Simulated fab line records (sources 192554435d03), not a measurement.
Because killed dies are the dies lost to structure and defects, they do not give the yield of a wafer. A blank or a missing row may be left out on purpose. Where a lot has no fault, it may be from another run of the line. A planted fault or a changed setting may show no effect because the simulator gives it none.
The tool behind it: which one? | flow n5 finfet | Sampling: 24 lots, 72 wafers, 6 of 1938 route steps

WHAT EACH GAUGE READ, for each wafer
Not one reading of a measure or inspect step in the record can be checked against a usual standard deviation.

TOOL THAT RAN EACH LOT (tool first, then ch and the chambers of the sampled wafers, then the start)
lot  | N5_BEOL_M1_PRE_CLEAN_45      | N5_BEOL_M1_SPUTTER_81        | N5_BEOL_M1_ANNEAL_82         | N5_BEOL_M1_ANNEAL_87         | N5_BEOL_M2_HM_DEP_02         | N5_BEOL_M2_ETCH_63
L074 | pvd sputter-03, day 6 09:23  | pvd sputter-03, day 6 10:32  | pvd sputter-03, day 6 10:37  | pvd sputter-03, day 6 10:50  | pvd sputter-03, day 6 13:13  | rie diel-04 ch 0,2,3, day 6 13:54
L075 | pvd sputter-02, day 6 09:25  | pvd sputter-02, day 6 10:41  | pvd sputter-02, day 6 10:46  | pvd sputter-02, day 6 10:59  | pvd sputter-03, day 6 13:28  | rie diel-06 ch 0,1,3, day 6 14:13
L076 | pvd sputter-01, day 6 13:04  | pvd sputter-01, day 6 15:26  | pvd sputter-01, day 6 15:31  | pvd sputter-01, day 6 15:44  | pvd sputter-01, day 6 18:19  | rie diel-03 ch 0,1,3, day 6 18:53
L077 | pvd sputter-01, day 7 05:59  | pvd sputter-01, day 7 07:20  | pvd sputter-01, day 7 07:25  | pvd sputter-01, day 7 07:38  | pvd sputter-03, day 7 11:53  | rie diel-03 ch 0,1,2, day 7 12:35
L078 | pvd sputter-01, day 7 15:40  | pvd sputter-02, day 7 16:39  | pvd sputter-02, day 7 16:44  | pvd sputter-02, day 7 16:57  | pvd sputter-03, day 7 20:06  | rie diel-03 ch 0,1,2, day 7 20:38
L079 | pvd sputter-02, day 7 16:08  | pvd sputter-01, day 7 18:48  | pvd sputter-01, day 7 18:53  | pvd sputter-01, day 7 19:06  | pvd sputter-02, day 7 21:28  | rie diel-06 ch 0,1,3, day 7 22:02
L080 | pvd sputter-03, day 7 20:34  | pvd sputter-01, day 7 21:31  | pvd sputter-01, day 7 21:36  | pvd sputter-01, day 7 21:49  | pvd sputter-01, day 8 02:07  | rie diel-04 ch 0,1,2, day 8 03:43
L081 | pvd sputter-01, day 7 23:10  | pvd sputter-02, day 8 01:51  | pvd sputter-02, day 8 01:56  | pvd sputter-02, day 8 02:09  | pvd sputter-03, day 8 06:33  | rie diel-04 ch 1,2,3, day 8 07:07
L082 | pvd sputter-01, day 8 07:33  | pvd sputter-01, day 8 10:14  | pvd sputter-01, day 8 10:19  | pvd sputter-01, day 8 10:32  | pvd sputter-01, day 8 13:48  | rie diel-06 ch 0,2,3, day 8 14:30
L084 | pvd sputter-03, day 8 14:29  | pvd sputter-01, day 8 15:42  | pvd sputter-01, day 8 15:47  | pvd sputter-01, day 8 16:00  | pvd sputter-02, day 8 19:17  | rie diel-06 ch 0,1, day 8 19:54
L083 | pvd sputter-02, day 8 14:37  | pvd sputter-02, day 8 17:02  | pvd sputter-02, day 8 17:07  | pvd sputter-02, day 8 17:20  | pvd sputter-02, day 8 20:11  | rie diel-04 ch 0,2,3, day 8 20:45
L085 | pvd sputter-02, day 9 03:10  | pvd sputter-02, day 9 04:25  | pvd sputter-02, day 9 04:30  | pvd sputter-02, day 9 04:43  | pvd sputter-03, day 9 07:10  | rie diel-03 ch 0,1,3, day 9 07:44
L086 | pvd sputter-01, day 9 10:32  | pvd sputter-02, day 9 11:43  | pvd sputter-02, day 9 11:48  | pvd sputter-02, day 9 12:01  | pvd sputter-01, day 9 15:50  | rie diel-06 ch 2,3, day 9 16:31
L087 | pvd sputter-02, day 9 13:48  | pvd sputter-03, day 9 14:51  | pvd sputter-03, day 9 14:56  | pvd sputter-03, day 9 15:09  | pvd sputter-02, day 9 19:07  | rie diel-04 ch 1,3, day 9 19:49
L088 | pvd sputter-02, day 9 20:11  | pvd sputter-02, day 9 21:43  | pvd sputter-02, day 9 21:48  | pvd sputter-02, day 9 22:01  | pvd sputter-03, day 10 01:46 | rie diel-06 ch 0,2,3, day 10 02:20
L089 | pvd sputter-01, day 9 23:01  | pvd sputter-03, day 10 00:07 | pvd sputter-03, day 10 00:12 | pvd sputter-03, day 10 00:25 | pvd sputter-03, day 10 03:04 | rie diel-03 ch 0,3, day 10 03:46
L090 | pvd sputter-03, day 10 02:20 | pvd sputter-02, day 10 03:35 | pvd sputter-02, day 10 03:40 | pvd sputter-02, day 10 03:53 | pvd sputter-01, day 10 06:38 | rie diel-06 ch 0,2, day 10 07:12
L091 | pvd sputter-02, day 10 09:10 | pvd sputter-01, day 10 10:20 | pvd sputter-01, day 10 10:25 | pvd sputter-01, day 10 10:38 | pvd sputter-01, day 10 13:25 | rie diel-03 ch 0,1, day 10 14:06
L092 | pvd sputter-03, day 10 15:43 | pvd sputter-01, day 10 16:49 | pvd sputter-01, day 10 16:54 | pvd sputter-01, day 10 17:07 | pvd sputter-03, day 10 19:58 | rie diel-06 ch 0,1,2, day 10 20:39
L093 | pvd sputter-02, day 10 22:25 | pvd sputter-01, day 10 23:36 | pvd sputter-01, day 10 23:41 | pvd sputter-01, day 10 23:54 | pvd sputter-03, day 11 04:31 | rie diel-06 ch 0,1,3, day 11 05:41
L094 | pvd sputter-02, day 11 01:59 | pvd sputter-01, day 11 04:43 | pvd sputter-01, day 11 04:48 | pvd sputter-01, day 11 05:01 | pvd sputter-02, day 11 09:04 | rie diel-04 ch 1,2,3, day 11 09:38
L095 | pvd sputter-03, day 11 14:29 | pvd sputter-02, day 11 15:35 | pvd sputter-02, day 11 15:40 | pvd sputter-02, day 11 15:53 | pvd sputter-02, day 11 18:50 | rie diel-03 ch 1,3, day 11 23:28
L096 | pvd sputter-02, day 11 18:43 | pvd sputter-02, day 11 19:48 | pvd sputter-02, day 11 19:53 | pvd sputter-02, day 11 20:06 | pvd sputter-02, day 11 22:46 | rie diel-04 ch 1,2,3, day 11 23:43
L097 | pvd sputter-03, day 12 02:23 | pvd sputter-03, day 12 03:52 | pvd sputter-03, day 12 03:56 | pvd sputter-03, day 12 04:10 | pvd sputter-02, day 12 06:41 | rie diel-03 ch 0,3, day 12 07:22
- N5_BEOL_M1_PRE_CLEAN_45: time 30 s.
- N5_BEOL_M1_SPUTTER_81: material Cu, target thk 4.5 nm, time 8.29 s.
- N5_BEOL_M1_ANNEAL_82: time 240 s.
- N5_BEOL_M1_ANNEAL_87: time 240 s.
- N5_BEOL_M2_HM_DEP_02: deposits TiN, target thk 20 nm.
- N5_BEOL_M2_ETCH_63: etches SiARC in CF4, target depth 15.6 nm, time 26 s.

AS READ BY THE TOOLS THEMSELVES (means over the sampled wafers that have a number; for cases with no such wafer, the mark the record gives instead)
N5_BEOL_M1_PRE_CLEAN_45.
lot  | tool           | heater power w (W)
L074 | pvd sputter-03 | 318
L075 | pvd sputter-02 | 371
L076 | pvd sputter-01 | 347
L077 | pvd sputter-01 | 314
L078 | pvd sputter-01 | 310
L079 | pvd sputter-02 | 397
L080 | pvd sputter-03 | 304
L081 | pvd sputter-01 | 335
L082 | pvd sputter-01 | 308
L084 | pvd sputter-03 | 312
L083 | pvd sputter-02 | 371
L085 | pvd sputter-02 | 384
L086 | pvd sputter-01 | 326
L087 | pvd sputter-02 | 372
L088 | pvd sputter-02 | 346
L089 | pvd sputter-01 | 337
L090 | pvd sputter-03 | 314
L091 | pvd sputter-02 | 358
L092 | pvd sputter-03 | 315
L093 | pvd sputter-02 | 341
L094 | pvd sputter-02 | 366
L095 | pvd sputter-03 | 310
L096 | pvd sputter-02 | 355
L097 | pvd sputter-03 | 332

N5_BEOL_M1_SPUTTER_81.
lot  | tool           | chamber pressure pa (Pa) | throttle valve pct (%)
L074 | pvd sputter-03 | 0.06992                  | 29.9
L075 | pvd sputter-02 | 0.06991                  | 31.2
L076 | pvd sputter-01 | 0.06997                  | 29.7
L077 | pvd sputter-01 | 0.07010                  | 30.1
L078 | pvd sputter-02 | 0.06995                  | 29.7
L079 | pvd sputter-01 | 0.07010                  | 29.7
L080 | pvd sputter-01 | 0.06986                  | 30.5
L081 | pvd sputter-02 | 0.06993                  | 32.2
L082 | pvd sputter-01 | 0.07005                  | 30.4
L084 | pvd sputter-01 | 0.06998                  | 30.1
L083 | pvd sputter-02 | 0.07005                  | 31.2
L085 | pvd sputter-02 | 0.06995                  | 30.3
L086 | pvd sputter-02 | 0.06987                  | 32.0
L087 | pvd sputter-03 | 0.06989                  | 30.3
L088 | pvd sputter-02 | 0.07010                  | 30.5
L089 | pvd sputter-03 | 0.07011                  | 29.7
L090 | pvd sputter-02 | 0.06997                  | 30.7
L091 | pvd sputter-01 | 0.06999                  | 30.4
L092 | pvd sputter-01 | 0.07011                  | 30.3
L093 | pvd sputter-01 | 0.07011                  | 30.3
L094 | pvd sputter-01 | 0.06982                  | 30.4
L095 | pvd sputter-02 | 0.06987                  | 28.7
L096 | pvd sputter-02 | 0.07006                  | 31.3
L097 | pvd sputter-03 | 0.07000                  | 30.7

N5_BEOL_M1_ANNEAL_82.
lot  | tool           | heater power w (W)
L074 | pvd sputter-03 | 811
L075 | pvd sputter-02 | 937
L076 | pvd sputter-01 | 773
L077 | pvd sputter-01 | 828
L078 | pvd sputter-02 | 922
L079 | pvd sputter-01 | 729
L080 | pvd sputter-01 | 802
L081 | pvd sputter-02 | 1010
L082 | pvd sputter-01 | 796
L084 | pvd sputter-01 | 789
L083 | pvd sputter-02 | 946
L085 | pvd sputter-02 | 864
L086 | pvd sputter-02 | 940
L087 | pvd sputter-03 | 771
L088 | pvd sputter-02 | 956
L089 | pvd sputter-03 | 810
L090 | pvd sputter-02 | 965
L091 | pvd sputter-01 | 840
L092 | pvd sputter-01 | 813
L093 | pvd sputter-01 | 847
L094 | pvd sputter-01 | 817
L095 | pvd sputter-02 | 836
L096 | pvd sputter-02 | 932
L097 | pvd sputter-03 | 733

N5_BEOL_M1_ANNEAL_87.
lot  | tool           | heater power w (W)
L074 | pvd sputter-03 | 812
L075 | pvd sputter-02 | 913
L076 | pvd sputter-01 | 785
L077 | pvd sputter-01 | 803
L078 | pvd sputter-02 | 915
L079 | pvd sputter-01 | 727
L080 | pvd sputter-01 | 805
L081 | pvd sputter-02 | 1015
L082 | pvd sputter-01 | 796
L084 | pvd sputter-01 | 792
L083 | pvd sputter-02 | 931
L085 | pvd sputter-02 | 860
L086 | pvd sputter-02 | 943
L087 | pvd sputter-03 | 768
L088 | pvd sputter-02 | 967
L089 | pvd sputter-03 | 811
L090 | pvd sputter-02 | 965
L091 | pvd sputter-01 | 832
L092 | pvd sputter-01 | 810
L093 | pvd sputter-01 | 844
L094 | pvd sputter-01 | 813
L095 | pvd sputter-02 | 852
L096 | pvd sputter-02 | 926
L097 | pvd sputter-03 | 726

N5_BEOL_M2_HM_DEP_02.
lot  | tool           | chamber pressure pa (Pa) | throttle valve pct (%)
L074 | pvd sputter-03 | 0.5000                   | 30.5
L075 | pvd sputter-03 | 0.5005                   | 30.0
L076 | pvd sputter-01 | 0.5001                   | 29.8
L077 | pvd sputter-03 | 0.5002                   | 30.3
L078 | pvd sputter-03 | 0.4996                   | 30.5
L079 | pvd sputter-02 | 0.4996                   | 30.3
L080 | pvd sputter-01 | 0.4999                   | 30.2
L081 | pvd sputter-03 | 0.4995                   | 30.0
L082 | pvd sputter-01 | 0.5011                   | 30.1
L084 | pvd sputter-02 | 0.5001                   | 29.5
L083 | pvd sputter-02 | 0.5013                   | 30.3
L085 | pvd sputter-03 | 0.4999                   | 30.1
L086 | pvd sputter-01 | 0.5000                   | 30.4
L087 | pvd sputter-02 | 0.5002                   | 31.2
L088 | pvd sputter-03 | 0.5014                   | 29.6
L089 | pvd sputter-03 | 0.5000                   | 30.6
L090 | pvd sputter-01 | 0.4990                   | 30.2
L091 | pvd sputter-01 | 0.4995                   | 30.4
L092 | pvd sputter-03 | 0.4994                   | 30.0
L093 | pvd sputter-03 | 0.4993                   | 29.9
L094 | pvd sputter-02 | 0.4993                   | 32.0
L095 | pvd sputter-02 | 0.4999                   | 30.4
L096 | pvd sputter-02 | 0.5001                   | 31.3
L097 | pvd sputter-02 | 0.5010                   | 30.5

N5_BEOL_M2_ETCH_63.
lot  | tool        | drypump motor current A (A) | etch rf on time s (s) | oes product au (a.u.) | rf fwd power W (W) | rf vpp V (V) | showerhead plenum p Torr (Torr) | throttle valve pct (%)
L074 | rie diel-04 | 5.5                         | 25.2                  | 0.76                  | 533.9              | 185.6        | 2.21                            | 15.29
L075 | rie diel-06 | 5.8                         | 25.9                  | 0.64                  | 533.4              | 184.0        | 2.14                            | 15.71
L076 | rie diel-03 | 5.4                         | 26.7                  | 0.65                  | 532.6              | 184.3        | 2.14                            | 15.81
L077 | rie diel-03 | 5.5                         | 26.6                  | 0.70                  | 531.3              | 183.9        | 2.17                            | 15.49
L078 | rie diel-03 | 5.4                         | 26.5                  | 0.71                  | 532.1              | 183.5        | 2.16                            | 15.50
L079 | rie diel-06 | 5.7                         | 25.8                  | 0.63                  | 533.5              | 184.2        | 2.14                            | 15.73
L080 | rie diel-04 | 5.6                         | 25.6                  | 0.76                  | 534.0              | 184.3        | 2.21                            | 15.42
L081 | rie diel-04 | 5.6                         | 25.4                  | 0.78                  | 531.7              | 185.1        | 2.18                            | 15.19
L082 | rie diel-06 | 5.7                         | 26.2                  | 0.64                  | 532.6              | 184.5        | 2.15                            | 15.69
L084 | rie diel-06 | 5.4                         | 25.8                  | 0.64                  | 534.4              | 183.0        | 2.08                            | 15.78
L083 | rie diel-04 | 5.5                         | 25.4                  | 0.73                  | 534.7              | 184.3        | 2.20                            | 15.32
L085 | rie diel-03 | 5.4                         | 26.3                  | 0.71                  | 532.0              | 184.1        | 2.13                            | 15.69
L086 | rie diel-06 | 5.5                         | 26.1                  | 0.66                  | 532.2              | 183.1        | 2.12                            | 15.79
L087 | rie diel-04 | 5.6                         | 25.3                  | 0.77                  | 531.4              | 185.3        | 2.18                            | 15.22
L088 | rie diel-06 | 5.6                         | 26.2                  | 0.63                  | 530.6              | 184.1        | 2.14                            | 15.74
L089 | rie diel-03 | 5.3                         | 26.3                  | 0.75                  | 533.0              | 183.8        | 2.12                            | 15.64
L090 | rie diel-06 | 5.3                         | 26.1                  | 0.63                  | 531.2              | 184.1        | 2.11                            | 15.66
L091 | rie diel-03 | 5.4                         | 26.5                  | 0.78                  | 531.1              | 182.4        | 2.10                            | 15.38
L092 | rie diel-06 | 5.3                         | 26.1                  | 0.64                  | 531.6              | 184.3        | 2.09                            | 15.78
L093 | rie diel-06 | 5.8                         | 26.0                  | 0.62                  | 531.2              | 183.6        | 2.13                            | 15.79
L094 | rie diel-04 | 5.6                         | 25.6                  | 0.73                  | 531.0              | 184.8        | 2.18                            | 15.25
L095 | rie diel-03 | 5.6                         | 26.1                  | 0.77                  | 531.5              | 184.2        | 2.16                            | 15.60
L096 | rie diel-04 | 5.6                         | 25.7                  | 0.73                  | 533.3              | 184.2        | 2.17                            | 15.24
L097 | rie diel-03 | 5.5                         | 26.2                  | 0.75                  | 533.7              | 184.9        | 2.15                            | 15.73

THE ANSWER, worked out from the rows above alone
Rule: what is usual is taken from the lots themselves. Put in order of their means at a reading, lots are off if they are a third of the lots or fewer, leave a main group of 4 or more, and stand apart from it by a gap of 3 or more times the standard deviation of the main group's means; of several such gaps the widest counts. The tables above print the reading to a certain number of digits; a main group whose means all agree to those digits is not used. Also off: a lot with no number at a reading for which 4 or more lots have one. Where the step has rows for the other lots, those lots are counted as sound. Order of review: gauges by route order, followed by the tools' own readings, for which a lot's mean as printed above is used. At the first step where some lot is off, the reading lying furthest off is the one used; lots without a number count as furthest.
No lot is off at any reading shown: from this, nothing can be told.

WHAT WAS PUT IN BY THE SIMULATOR
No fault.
